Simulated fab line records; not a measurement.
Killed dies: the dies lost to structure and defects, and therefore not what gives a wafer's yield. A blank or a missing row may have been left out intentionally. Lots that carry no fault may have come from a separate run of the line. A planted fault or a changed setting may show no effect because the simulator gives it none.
fab line records	flow nandHarc
record: lots: 13	wafers: 39	lastDay: 25
route steps=1159 shown A_STAIRCASE@691 END@1159
lots untouched by any fault: they come from a run of this same line in which no faults occurred
startH: start of the lot's first displayed wafer, in hours after the record's first day	waitH: how many hours have passed since the lot's step before this one	" the same as in the row above	L1.1+2: several wafers, shown together as one row	- no value, or no start given	* or withheld: withheld	< > ~ a bound
route shown NAME@n: names a module that has steps shown in the file, with the first one's number in the route	usual: mean and standard deviation over wafers with no fault	same: alike in all rows	chamber/n: place in a boat	sites: readings site by site	_std_site: the standard deviation of these	_edge_site: the outer-site mean with the inner-site mean subtracted	radiusMm: for every site, how far away it sits from the centre of the wafer	mask NAME#n: copy n	behind: the last tool/chamber to shape the wafer	hold: cause of the lot's hold/its duration in hours/its outcome	device: whichever transistor did not switch (one of n, p or np)	end of line: the tests these same wafers got at the end of their route	step lacking rows: just its recipe	killed: dies that structure and defects cost at the first sort, which is not the same as the wafer's yield	map: a wafer's dies, marking killed ones x, the rest . and places with no die _
set.NAME: the setting the step ran with; set.NAME@STEP: the setting that earlier step ran with	model.NAME: the simulator's own value behind a step, which no gauge read
route steps across a sampled set of lots; one table per step, one row per wafer
services: the hour from which a tool's chamber was out of use, counted from the record's first day as startH (under 0 if before that day), plus the number of hours and why
== steps ==
step: NHARC_A_STAIRCASE_ETCH_453
recipe: targetDepthA: 300	overetchA: 30	timeS: 16.5	ionEnergyEv: 100	cf4FlowSccm: 80	o2FlowSccm: 20	arFlowSccm: 0	rfW: 300	biasW: 100	chemistry: CF4/O2
usual: drypumpMotorCurrentA: 5.9/0.47	oesProductAu: 0.999/0.0085	rfVppV: 197.6/1.1	showerheadPlenumPTorr: 1.33/0.038	throttleValvePct: 13.398/0.009
same: timeS: 16.5
lot.wafer	tool	chamber	startH	waitH	drypumpMotorCurrentA	oesProductAu	rfHoursCounterH	rfVppV	showerheadPlenumPTorr	throttleValvePct
L365.1	rieDiel-10	0	-	-	5.5	1.009	35	198.3	1.38	13.404
L365.2	"	3	"	"	5.2	0.996	37	196.3	1.28	13.382
L365.5	"	0	"	"	5.5	0.996	-	197.0	1.38	13.413
L364.2	rieDiel-05	1	-	-	5.3	1.006	37	196.7	1.27	13.392
L364.6	"	2	"	"	6.7	0.995	-	199.2	1.39	13.408
L364.5	"	3	"	"	5.7	0.983	-	196.5	1.28	13.400
L363.4	rieDiel-10	0	-	-	5.5	0.999	38	200.2	1.38	13.400
L363.1	"	1	"	"	6.7	0.995	35	197.1	1.29	13.396
L363.3	"	2	"	"	6.3	0.997	36	199.6	1.36	13.411
L366.1	rieDiel-10	2	-	-	6.3	1.013	37	198.9	1.36	13.376
L366.6	"	1	"	"	6.7	1.001	-	196.7	1.29	13.397
L366.5	"	2	"	"	6.2	1.003	-	198.0	1.36	13.416
L369.4	rieDiel-05	0	-	-	5.9	1.003	45	195.4	1.30	13.404
L369.6	"	0	"	"	5.8	0.992	-	197.1	1.30	13.391
L369.5	"	1	"	"	5.3	1.007	-	197.0	1.27	13.393
L370.4	rieDiel-10	0	-	-	5.4	1.014	40	197.9	1.38	13.394
L370.1	"	2	"	"	6.2	1.011	38	199.1	1.36	13.427
L370.2	"	3	"	"	5.2	1.003	40	197.2	1.28	13.403
L374.2	rieDiel-10	2	-	-	6.2	1.009	46	199.3	1.36	13.389
L374.3	"	1	"	"	6.7	0.990	44	196.1	1.29	13.381
L374.6	"	2	"	"	6.2	1.015	-	198.6	1.36	13.398
L371.2	rieDiel-10	3	-	-	5.1	0.990	50	198.0	1.28	13.402
L371.6	"	2	"	"	6.2	1.015	-	199.1	1.36	13.414
L371.5	"	3	"	"	5.2	0.995	-	195.7	1.28	13.390
L375.3	rieDiel-06	2	-	-	5.4	0.990	34	197.0	1.29	13.416
L375.2	"	3	"	"	6.1	0.997	37	198.2	1.36	13.392
L375.4	"	0	"	"	6.2	0.996	36	198.1	1.36	13.395
L384.2	rieDiel-06	1	-	-	5.7	1.006	50	197.6	1.32	13.407
L384.1	"	3	"	"	6.1	1.012	54	199.8	1.36	13.386
L384.6	"	1	"	"	5.7	1.000	-	198.0	1.32	13.399
L385.4	rieDiel-06	2	-	-	5.4	1.003	51	196.8	1.29	13.395
L385.6	"	0	"	"	6.2	1.007	-	196.8	1.35	13.396
L385.5	"	1	"	"	5.8	1.003	-	197.0	1.32	13.398
L383.2	rieDiel-05	3	-	-	5.7	0.981	15	195.4	1.28	13.402
L383.4	"	0	"	"	5.9	1.000	16	197.7	1.30	13.405
L383.3	"	1	"	"	5.3	0.993	17	196.2	1.26	13.404
L386.2	rieDiel-06	3	-	-	6.2	1.006	63	198.0	1.35	13.421
L386.5	"	3	"	"	6.1	1.004	-	197.5	1.35	13.388
L386.6	"	0	"	"	6.2	1.009	-	198.0	1.35	13.394
step: NHARC_A_STAIRCASE_ALD_415
recipe: targetThkA: 300	pulseTimeS: 6	aldCycles: 300	tempC: 300	material: SiO2
usual: aldCycles: 300/0	heaterPowerW: 482/35	precursorPulseHeightRel: 1.001/0.022
lot.wafer	tool	chamber	startH	waitH	aldCycles	heaterPowerW	precursorPulseHeightRel
L365.2	aldHk-03	1	275.45	0.5	300	505	1.020
L365.1	"	2	"	"	300	476	0.999
L365.5	"	0	"	"	300	433	0.985
L364.2	aldHk-01	2	279.46	0.5	300	517	1.028
L364.6	"	0	"	"	300	457	0.955
L364.5	"	1	"	"	300	534	1.000
L363.3	aldHk-01	3	287.44	4.9	300	473	1.004
L363.1	"	0	"	"	300	448	0.981
L363.4	"	2	"	"	300	507	1.001
L366.1	aldHk-03	3	288.92	5.7	300	519	1.019
L366.6	"	0	"	"	300	445	1.013
L366.5	"	1	"	"	300	492	1.015
L369.4	aldHk-01	0	293.62	0.1	300	455	1.034
L369.6	"	0	"	"	300	463	0.995
L369.5	"	1	"	"	300	531	1.030
L370.2	aldHk-03	0	295.12	0.1	300	438	0.984
L370.1	"	1	"	"	300	500	1.002
L370.4	"	2	"	"	300	489	1.020
L374.3	aldHk-02	3	315.80	0.1	300	443	0.982
L374.2	"	1	"	"	300	439	1.034
L374.6	"	3	"	"	300	445	1.015
L371.2	aldHk-02	1	318.23	0.3	300	431	0.989
L371.6	"	0	"	"	300	455	0.996
L371.5	"	1	"	"	300	430	0.975
L375.2	aldHk-01	3	336.84	0.3	300	469	0.985
L375.4	"	0	"	"	300	458	1.018
L375.3	"	1	"	"	300	519	1.030
L384.1	aldHk-03	3	383.84	0.3	300	547	0.996
L384.2	"	0	"	"	368	433	1.004
L384.6	"	2	"	"	300	473	1.038
L385.4	aldHk-02	0	388.06	0.5	300	464	1.034
L385.6	"	2	"	"	300	521	0.971
L385.5	"	3	"	"	300	454	0.971
L383.4	aldHk-03	2	388.25	0.1	368	472	1.010
L383.2	"	3	"	"	368	519	1.006
L383.3	"	1	"	"	300	501	1.022
L386.2	aldHk-02	1	411.71	1.9	300	435	0.979
L386.6	"	0	413.08	3.2	300	469	1.042
L386.5	"	1	"	"	300	431	0.970
step: NHARC_A_STAIRCASE_DEP_417
recipe: targetThkA: 600	stepCoveragePct: 20	tempC: 400	targetThkNm: 60	flowSccm: 200	rfW: 450	material: Si3N4
usual: heaterPowerW: 744/87
lot.wafer	tool	chamber	startH	waitH	heaterPowerW
L365.2	pecvd-01	0	277.26	-	669
L365.1	"	2	"	"	707
L365.5	"	2	"	"	713
L364.2	pecvd-04	0	281.40	-	645
L364.6	"	1	"	"	751
L364.5	"	2	"	"	888
L363.1	pecvd-02	1	289.73	-	837
L363.3	"	0	"	"	716
L363.4	"	0	"	"	733
L366.1	pecvd-02	1	291.26	-	863
L366.5	"	2	"	"	653
L366.6	"	1	"	"	867
L369.4	pecvd-02	0	296.04	-	663
L369.5	"	1	"	"	861
L369.6	"	2	"	"	620
L370.2	pecvd-04	2	298.86	-	813
L370.1	"	0	"	"	698
L370.4	"	2	"	"	819
L374.3	pecvd-02	1	318.19	-	804
L374.2	"	2	"	"	708
L374.6	"	2	"	"	717
L371.2	pecvd-04	0	320.48	-	720
L371.5	"	2	"	"	834
L371.6	"	0	"	"	561
L375.2	pecvd-04	2	339.09	-	919
L375.4	"	2	"	"	931
L375.3	"	0	"	"	684
L384.2	pecvd-01	1	385.88	-	758
L384.1	"	0	"	"	697
L384.6	"	1	"	"	753
L385.4	pecvd-02	2	390.00	-	689
L385.5	"	0	"	"	683
L385.6	"	1	"	"	897
L383.2	pecvd-01	1	390.54	-	669
L383.3	"	0	"	"	752
L383.4	"	0	"	"	782
L386.2	pecvd-02	1	415.04	-	726
L386.5	"	2	"	"	688
L386.6	"	0	"	"	717
step: NHARC_A_STAIRCASE_DEP_151
recipe: targetThkA: 38000	tempC: 400	targetThkNm: 3800	teosFlowSccm: 200	rfW: 500	material: SiO2
usual: heaterPowerW: 675/95
lot.wafer	tool	chamber	startH	waitH	heaterPowerW
L365.2	pecvd-02	1	297.16	0.4	858
L365.1	"	2	"	"	672
L365.5	"	1	"	"	690
L364.2	pecvd-04	0	297.55	0.8	591
L364.5	"	1	"	"	635
L364.6	"	0	"	"	545
L363.1	pecvd-04	1	302.06	0.4	672
L363.3	"	0	"	"	658
L363.4	"	2	"	"	743
L366.1	pecvd-02	0	302.16	0.5	679
L366.5	"	2	"	"	548
L366.6	"	1	"	"	676
L369.5	pecvd-04	1	308.30	1.4	639
L369.4	"	2	"	"	739
L369.6	"	0	"	"	543
L370.2	pecvd-04	1	311.01	0.4	663
L370.1	"	2	"	"	887
L370.4	"	0	"	"	546
L374.3	pecvd-02	0	331.76	0.5	709
L374.2	"	1	"	"	822
L374.6	"	1	"	"	693
L371.2	pecvd-01	0	332.13	0.8	648
L371.5	"	1	"	"	648
L371.6	"	2	"	"	625
L375.2	pecvd-01	2	350.30	0.4	730
L375.3	"	0	"	"	801
L375.4	"	1	"	"	634
L384.1	pecvd-02	1	398.05	0.4	763
L384.2	"	0	"	"	694
L384.6	"	0	"	"	602
L383.3	pecvd-04	2	401.85	0.4	934
L383.2	"	1	"	"	691
L383.4	"	1	"	"	612
L385.5	pecvd-02	2	402.14	0.7	523
L385.6	"	0	"	"	588
L385.4	"	1	"	"	708
L386.2	pecvd-02	2	426.06	0.6	616
L386.6	"	1	"	"	722
L386.5	"	2	"	"	506
step: NHARC_END_SORT_01
recipe: tempC: 25
usual: killedAtArray: 29/11	killedAtOther: 0.5/0.8	killedAtPeriphery: 3.5/2.8	killedDies: 33/12	killedOpen: 3.1/1.8	killedShort: 1.8/1.4
same: grossDies: 677
lot.wafer	tool	chamber	startH	waitH	killedAtArray	killedAtOther	killedAtPeriphery	killedDies	killedOpen	killedShort
L383.2	prober-02	0	577.52	2.8	639	2	9	650	2	0
L383.3	prober-02	0	578.33	3.1	46	1	5	52	3	4
L383.4	prober-02	0	579.14	3.4	653	4	7	664	5	3
L384.1	prober-01	0	584.53	2.5	27	0	1	28	0	1
L384.2	prober-01	0	585.34	2.8	652	2	6	660	3	0
L384.6	prober-01	0	588.56	4.0	33	1	4	38	2	2
killed by level:class
L383.2 A_STAIRCASE:areaAld=608 A_SLIT:chamberFilmFlake=17 A_CONTACT:chamberFilmFlake=9 P_GATE:chamberFilmFlake=4 P_M1:chamberFilmFlake=2 A_CHANNEL_HOLE_D1:chamberFilmFlake=2 THIN_TSV:chamberFilmFlake=2 P_M0:geometricParticle:open=1
L383.3 A_SLIT:chamberFilmFlake=19 A_CHANNEL_HOLE_D1:chamberFilmFlake=7 A_CONTACT:chamberFilmFlake=7 P_M1:chamberFilmFlake=3 A_STAIRCASE:chamberFilmFlake=3 A_WL_FILL:chamberFilmFlake=2 A_CHANNEL_HOLE_D1:geometricParticle:short=1 A_CHANNEL_FILL_D1:geometricParticle:short=1
L383.4 A_STAIRCASE:areaAld=611 A_SLIT:chamberFilmFlake=22 A_CHANNEL_HOLE_D1:chamberFilmFlake=6 P_M1:chamberFilmFlake=5 A_CONTACT:chamberFilmFlake=4 THIN_TSV:chamberFilmFlake=4 A_CHANNEL_FILL_D1:geometricParticle:open=2 A_STAIRCASE:chamberFilmFlake=2
L384.1 A_CHANNEL_HOLE_D1:chamberFilmFlake=16 A_CONTACT:chamberFilmFlake=9 P_CONTACT:geometricParticle:short=1 A_STAIRCASE:chamberFilmFlake=1 A_WL_FILL:chamberFilmFlake=1
L384.2 A_STAIRCASE:areaAld=623 A_CHANNEL_HOLE_D1:chamberFilmFlake=15 A_CONTACT:chamberFilmFlake=10 A_STAIRCASE:chamberFilmFlake=3 P_GATE:chamberFilmFlake=2 THIN_TSV:chamberFilmFlake=2 P_M0:geometricParticle:open=1 P_M1:geometricParticle:open=1
L384.6 A_CHANNEL_HOLE_D1:chamberFilmFlake=22 A_CONTACT:chamberFilmFlake=6 P_STI:chamberFilmFlake=2 A_STAIRCASE:chamberFilmFlake=2 P_M1:geometricParticle:short=1 A_WL_FILL:geometricParticle:open=1 A_CONTACT:geometricParticle:short=1 A_CONTACT:geometricParticle:open=1
== services ==
tool	chamber	startH	hours	kind
pecvd-01	1	256.58	26.1	repair
pecvd-04	0	259.31	12.0	repair
rieDiel-05	0	278.79	4.6	repair
aldHk-02	-	320.77	0.9	repair
pecvd-02	-	323.35	0.2	repair
pecvd-02	-	334.00	13.0	pm
pecvd-02	0	334.00	13.0	ventCycle
pecvd-02	1	334.00	13.0	ventCycle
pecvd-02	2	334.00	13.0	ventCycle
rieDiel-05	-	341.57	9.0	pm
pecvd-02	0	347.00	-	clean
pecvd-02	1	347.00	-	clean
pecvd-02	-	348.18	0.7	repair
rieDiel-10	-	353.50	9.0	pm
rieDiel-05	2	356.08	19.8	repair
aldHk-03	-	358.40	1.3	repair
pecvd-04	-	376.36	13.0	pm
pecvd-01	2	381.36	6.8	repair
rieDiel-10	3	398.31	5.8	repair
rieDiel-10	1	399.69	8.5	repair
aldHk-01	-	407.08	10.0	pm
pecvd-01	-	418.33	13.0	pm
rieDiel-06	-	418.74	9.0	pm
rieDiel-10	1	423.64	45.3	repair
== key ==
firstSign: step: NHARC_A_STAIRCASE_ALD_415	reading: aldCycles	direction: up	sigmas: 99+	usual: 300	struck: 368
effect: step: NHARC_END_SORT_01	reading: killedAtArray	direction: up	sigmas: 55	usual: 29	struck: 648
moreKillsBornAt: NHARC_A_STAIRCASE_ALD_415@aldHk-03: 1842
metAt NHARC_A_STAIRCASE_ALD_415
struckLots L383,L384
struckWafers L383.2,L383.4,L384.2
laterRowsLeftOut L383.2,L383.4,L384.2
testerLeftOut L383,L384
notActingAt NHARC_A_STAIRCASE_ETCH_453,NHARC_A_STAIRCASE_DEP_417,NHARC_A_STAIRCASE_DEP_151
onsetBetween 295.12 383.84
fault: kind: processParameterDrift	tool: aldHk-03	chamber: -	onsetH: 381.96	steps: NHARC_A_STAIRCASE_ALD_415	channel: aldCycles	offset: 68	shape: step	endH: 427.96	scope: struckWafersOnly	actsIn: theseRecipesOnly	stated: 300
testerLeftOut: of these lots the tester's yield and bins aren't shown, on N5 and GAA mostly nor the transistor test; their killed dies are dies lost to structure and defects alone, not to doping, threshold or leakage, so they don't give the yield
laterRowsLeftOut: the simulator's readings of these wafers behind a module that went badly wrong aren't trusted and aren't shown, but for the sort
